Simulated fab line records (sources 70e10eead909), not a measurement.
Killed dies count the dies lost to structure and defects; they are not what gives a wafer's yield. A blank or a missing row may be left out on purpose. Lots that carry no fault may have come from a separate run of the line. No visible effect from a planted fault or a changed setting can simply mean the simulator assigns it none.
What tool caused it? -- flow nand_harc -- 6 lots, 18 wafers sampled, at 4 steps of a route of 1302

== WHAT EACH GAUGE READ, for each wafer ==
NHARC_THIN_TSV_INSPECT_40.
lot,measured,on,raw_defect_count
L841,day 25 02:26,defect_inspect-01,890 538 569
L843,day 25 02:27,defect_inspect-02,597 433 436
L845,day 26 21:24,defect_inspect-02,653 631 704
L848,day 28 09:49,defect_inspect-01,444 417 632
L850,day 29 06:23,defect_inspect-02,653 666 546
L854,day 30 08:45,defect_inspect-02,503 473

== WHAT TOOL EACH LOT RAN ON (gives the tool, then ch and the chambers of the sampled wafers, and finally the start) ==
lot,NHARC_P_M2_PVD_21,NHARC_THIN_TSV_ETCH_15,NHARC_THIN_TSV_STRIP_45
L841,"pvd_sputter-01, day 7 06:20","rie_si-02 ch 0,2,3, day 24 12:55","plasma_asher-02 ch 0,1, day 24 13:06"
L843,"pvd_sputter-01, day 8 05:30","rie_si-06 ch 0,1,2, day 24 14:07","plasma_asher-02 ch 0,1, day 24 14:21"
L845,"pvd_sputter-03, day 9 07:10","rie_si-01 ch 0,1,3, day 26 10:22","plasma_asher-01 ch 0,1, day 26 10:34"
L848,"pvd_sputter-03, day 10 07:38","rie_si-01 ch 0,2,3, day 28 01:13","plasma_asher-02 ch 0,1, day 28 01:26"
L850,"pvd_sputter-02, day 11 04:31","rie_si-01 ch 1,2, day 28 18:28","plasma_asher-01 ch 1, day 28 18:40"
L854,"pvd_sputter-01, day 12 16:23","rie_si-06 ch 2, day 29 20:39","plasma_asher-02 ch 1, day 29 20:54"
- NHARC_P_M2_PVD_21: deposits Cu, target thk 30 nm, time 20.49 s.
- NHARC_THIN_TSV_ETCH_15: target depth 3000 nm, bosch target overetch cycles 2, bosch etch step 2.8 s.
- NHARC_THIN_TSV_STRIP_45: strips in O2.

== THE ANSWER, worked out from the rows above alone ==
Rule: usual is defined by the lots themselves. The widest of any qualifying gaps counts: lots, ordered by their means at a reading, are off when they make up no more than a third of the lots, leave a main group of 4 or more, and stand apart from it by 3 or more times the standard deviation of that group's means. A main group is skipped when, at the precision printed for the reading in the tables above, its means are all equal. A lot without any number at a reading at which 4 lots or more have one is off too. Any other lot the step has rows for is counted as sound.
Nothing can be told from this: no lot is off at any reading shown.

== WHAT HAD BEEN PUT IN BY THE SIMULATOR ==
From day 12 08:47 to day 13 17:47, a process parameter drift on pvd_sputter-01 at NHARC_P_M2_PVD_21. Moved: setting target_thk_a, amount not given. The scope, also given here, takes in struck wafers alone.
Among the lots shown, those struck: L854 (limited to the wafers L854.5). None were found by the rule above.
